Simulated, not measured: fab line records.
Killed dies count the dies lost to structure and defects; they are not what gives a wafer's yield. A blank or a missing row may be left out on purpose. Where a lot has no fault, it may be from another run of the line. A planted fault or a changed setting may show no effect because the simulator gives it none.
The tool behind it: which one? + flow nandHarc + 12 lots with 36 wafers sampled at 5 steps, on a route of 1302 steps

## WHAT EACH GAUGE READ, for each wafer
NHARC_A_CHANNEL_FILL_D1_INSPECT_13. Usual: 318 for rawDefectCount, sd 120.
| lot  | measured     | on               | rawDefectCount | flag |
|------|--------------|------------------|----------------|------|
| L869 | day 10 19:35 | defectInspect-01 | 230 209 185    |      |
| L870 | day 11 04:38 | defectInspect-01 | 358 336 256    |      |
| L871 | day 11 19:05 | defectInspect-01 | 318 283 553    |      |
| L872 | day 12 02:10 | defectInspect-02 | 295 252 298    |      |
| L873 | day 12 02:10 | defectInspect-01 | 371 455 369    |      |
| L874 | day 12 16:43 | defectInspect-01 | 202 345 379    |      |
| L880 | day 15 07:13 | defectInspect-01 | 238 352 239    |      |
| L883 | day 17 04:10 | defectInspect-01 | 332 499 328    |      |
| L888 | day 18 23:29 | defectInspect-02 | 559 428 543    |      |
| L889 | day 18 23:31 | defectInspect-01 | 172 335 277    |      |
| L890 | day 19 19:17 | defectInspect-02 | 467 337 611    |      |
| L892 | day 20 05:07 | defectInspect-01 | 201 188 325    |      |

NHARC_A_DECK1_JOINT_THK_MEAS_17: measures by ellipsometry. Usual: 44.9 nm for thkNm, sd 1.1.
| lot  | measured     | on           | thkNm (nm)     | flag |
|------|--------------|--------------|----------------|------|
| L869 | day 12 06:55 | filmMetro-02 | 44.6 42.6 44.7 |      |
| L870 | day 12 16:42 | filmMetro-02 | 45.4 45.0 45.7 |      |
| L871 | day 13 06:35 | filmMetro-01 | 45.2 44.1 46.6 |      |
| L872 | day 14 00:18 | filmMetro-01 | 43.2 43.9 45.9 |      |
| L873 | day 14 00:19 | filmMetro-02 | 45.0 45.2 44.8 |      |
| L874 | day 14 10:08 | filmMetro-01 | 44.6 46.3 43.8 |      |
| L880 | day 16 18:52 | filmMetro-01 | 32.8 29.3 44.8 | OFF  |
| L883 | day 18 21:02 | filmMetro-01 | 45.3 45.5 45.5 |      |
| L888 | day 20 09:32 | filmMetro-01 | 43.6 43.4 45.4 |      |
| L889 | day 20 09:41 | filmMetro-01 | 42.6 45.6 42.4 |      |
| L890 | day 21 04:37 | filmMetro-01 | 45.0 45.4 45.8 |      |
| L892 | day 21 14:46 | filmMetro-01 | 47.2 46.6 44.7 |      |

## TOOL THAT RAN EACH LOT (tool first, then ch and the chambers of the sampled wafers, then the start)
| lot  | NHARC_A_CHANNEL_FILL_D1_ETCHBACK_20 | NHARC_A_CHANNEL_FILL_D1_ETCHBACK_08          | NHARC_A_DECK1_JOINT_DEP_16      |
|------|-------------------------------------|----------------------------------------------|---------------------------------|
| L869 | rieDiel-13 ch 1,2, day 9 20:01      | rieDiel-10 ch 0,2,3, day 10 19:35 or earlier | pecvd-04 ch 0,1,2, day 12 06:41 |
| L870 | rieDiel-06 ch 0,1, day 10 01:34     | rieDiel-06 ch 0,1,3, day 11 04:38 or earlier | pecvd-01 ch 0,1,2, day 12 16:25 |
| L871 | rieDiel-06 ch 0,1,3, day 10 19:09   | rieDiel-06 ch 1,2,3, day 11 19:05 or earlier | pecvd-01 ch 0,1,2, day 13 06:19 |
| L872 | rieDiel-06 ch 0,1, day 11 02:28     | rieDiel-06 ch 1,2, day 12 02:10 or earlier   | pecvd-04 ch 0,1, day 14 00:04   |
| L873 | rieDiel-10 ch 1,2, day 11 02:28     | rieDiel-13 ch 1,3, day 12 02:10 or earlier   | pecvd-02 ch 0,1,2, day 14 00:02 |
| L874 | rieDiel-06 ch 0,1,3, day 11 16:49   | rieDiel-06 ch 0,2,3, day 12 16:43 or earlier | pecvd-02 ch 0,2, day 14 09:51   |
| L880 | rieDiel-06 ch 0,1,3, day 14 07:20   | rieDiel-10 ch 0,1,2, day 15 07:13 or earlier | pecvd-04 ch 1,2, day 16 18:35   |
| L883 | rieDiel-06 ch 0,2,3, day 16 04:16   | rieDiel-13 ch 0,3, day 17 04:10 or earlier   | pecvd-02 ch 1,2, day 18 20:46   |
| L888 | rieDiel-06 ch 0,1, day 18 00:00     | rieDiel-06 ch 0,1, day 18 23:29 or earlier   | pecvd-01 ch 0,1, day 20 09:16   |
| L889 | rieDiel-10 ch 1,2, day 18 00:00     | rieDiel-13 ch 0,1,3, day 18 23:31 or earlier | pecvd-02 ch 0, day 20 09:22     |
| L890 | rieDiel-06 ch 0,2,3, day 18 19:10   | rieDiel-06 ch 1,2,3, day 19 19:17 or earlier | pecvd-02 ch 1,2, day 21 04:20   |
| L892 | rieDiel-13 ch 0,2,3, day 19 05:22   | rieDiel-10 ch 0,1,2, day 20 05:07 or earlier | pecvd-02 ch 0,1,2, day 21 14:33 |
- NHARC_A_CHANNEL_FILL_D1_ETCHBACK_20: etches the open film in C4F8/O2/Ar, target depth 27 nm, time 13.5 s.
- NHARC_A_CHANNEL_FILL_D1_ETCHBACK_08: etches the open film in C4F8, target depth 220 nm, time 110 s.
- NHARC_A_DECK1_JOINT_DEP_16: deposits SiO2, target thk 45 nm.

## AS READ BY THE TOOLS THEMSELVES (means over the sampled wafers that have a number; for cases with no such wafer, the mark the record gives instead)
NHARC_A_CHANNEL_FILL_D1_ETCHBACK_20. Usual: oesProductAu 0.96 a.u., standard deviation 0.036; rfFwdPowerW 586.7 W, standard deviation 2.6; rfVppV 981 V, standard deviation 4.1.
| lot  | tool       | oesProductAu (a.u.) | rfFwdPowerW (W) | rfVppV (V) | flag |
|------|------------|---------------------|-----------------|------------|------|
| L869 | rieDiel-13 | 1.00                | 586.8           | 984        |      |
| L870 | rieDiel-06 | 0.97                | 587.3           | 981        |      |
| L871 | rieDiel-06 | 0.93                | 585.8           | 983        |      |
| L872 | rieDiel-06 | 0.99                | 589.0           | 982        |      |
| L873 | rieDiel-10 | 0.92                | 590.8           | 973        |      |
| L874 | rieDiel-06 | 1.00                | 587.1           | 983        |      |
| L880 | rieDiel-06 | 1.00                | 585.3           | 983        |      |
| L883 | rieDiel-06 | 1.01                | 587.0           | 981        |      |
| L888 | rieDiel-06 | 0.92                | 582.9           | 983        |      |
| L889 | rieDiel-10 | 1.00                | 590.2           | 974        |      |
| L890 | rieDiel-06 | 0.93                | 587.7           | 980        |      |
| L892 | rieDiel-13 | 0.99                | 583.6           | 980        |      |

NHARC_A_CHANNEL_FILL_D1_ETCHBACK_08. Usual: oesProductAu 0.96 a.u., standard deviation 0.036; rfFwdPowerW 596.1 W, standard deviation 2.1; rfVppV 442.1 V, standard deviation 2.
| lot  | tool       | oesProductAu (a.u.) | rfFwdPowerW (W) | rfVppV (V) | flag |
|------|------------|---------------------|-----------------|------------|------|
| L869 | rieDiel-10 | 0.92                | 596.4           | 440.4      |      |
| L870 | rieDiel-06 | 0.93                | 595.2           | 443.9      |      |
| L871 | rieDiel-06 | 0.93                | 597.2           | 442.8      |      |
| L872 | rieDiel-06 | 0.92                | 592.9           | 443.6      |      |
| L873 | rieDiel-13 | 0.91                | 594.9           | 443.5      |      |
| L874 | rieDiel-06 | 0.93                | 596.7           | 442.6      |      |
| L880 | rieDiel-10 | 1.00                | 597.4           | 441.0      |      |
| L883 | rieDiel-13 | 0.97                | 593.4           | 442.3      |      |
| L888 | rieDiel-06 | 0.93                | 595.5           | 442.4      |      |
| L889 | rieDiel-13 | 0.94                | 597.1           | 441.7      |      |
| L890 | rieDiel-06 | 0.92                | 596.4           | 442.8      |      |
| L892 | rieDiel-10 | 0.93                | 596.6           | 440.9      |      |

NHARC_A_DECK1_JOINT_DEP_16. Usual: heaterPowerW 559 W, standard deviation 110; rfFwdPowerW 895.9 W, standard deviation 2.8; throttleValvePct 16.1 %, standard deviation 0.47.
| lot  | tool     | heaterPowerW (W) | rfFwdPowerW (W) | throttleValvePct (%) | flag |
|------|----------|------------------|-----------------|----------------------|------|
| L869 | pecvd-04 | 598              | 893.7           | 16.3                 |      |
| L870 | pecvd-01 | 536              | 898.9           | 16.1                 |      |
| L871 | pecvd-01 | 531              | 894.8           | 16.1                 |      |
| L872 | pecvd-04 | 671              | 892.3           | 16.1                 |      |
| L873 | pecvd-02 | 558              | 896.6           | 15.9                 |      |
| L874 | pecvd-02 | 547              | 896.7           | 16.1                 |      |
| L880 | pecvd-04 | 678              | 894.5           | 16.6                 |      |
| L883 | pecvd-02 | 567              | 894.0           | 15.8                 |      |
| L888 | pecvd-01 | 543              | 896.5           | 16.4                 |      |
| L889 | pecvd-02 | 399              | 897.0           | 16.0                 |      |
| L890 | pecvd-02 | 632              | 895.2           | 15.7                 |      |
| L892 | pecvd-02 | 565              | 897.1           | 16.0                 |      |

## THE ANSWER, worked out from the rows above alone
Rule: lot off if the mean of its wafers having a number is beyond 3 standard deviations from the usual mean. A lot without any number at a reading at which 4 lots or more have one is off too. Any other lot the step has rows for is counted as sound. After the gauges, taken in route order, come the tools' own readings; for these a lot's mean is taken, as printed above. At the first step where some lot is off, the reading lying furthest off is the one used; lots without a number count as furthest.
Off: L880, at NHARC_A_DECK1_JOINT_THK_MEAS_17 (thkNm).
If a tool, at a process step before that reading, ran all the lots that are off and no sound lot after the first of them, it fits. Gauges at NHARC_A_DECK1_JOINT_THK_MEAS_17: tried the same way as those tools. Because NHARC_A_CHANNEL_FILL_D1_ETCHBACK_08 lacks a start for some lots, the hours and order of its lots are taken from NHARC_A_CHANNEL_FILL_D1_INSPECT_13. One fits: pecvd-04 at NHARC_A_DECK1_JOINT_DEP_16. A fault onset in the window from L872 (day 14 00:04, its last sound lot) to L880 (day 16 18:35, its first lot off) fits.

## WHAT WAS PUT IN BY THE SIMULATOR
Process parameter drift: pecvd-04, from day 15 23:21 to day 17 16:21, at NHARC_A_DECK1_JOINT_DEP_16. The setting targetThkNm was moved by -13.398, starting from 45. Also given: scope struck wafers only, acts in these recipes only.
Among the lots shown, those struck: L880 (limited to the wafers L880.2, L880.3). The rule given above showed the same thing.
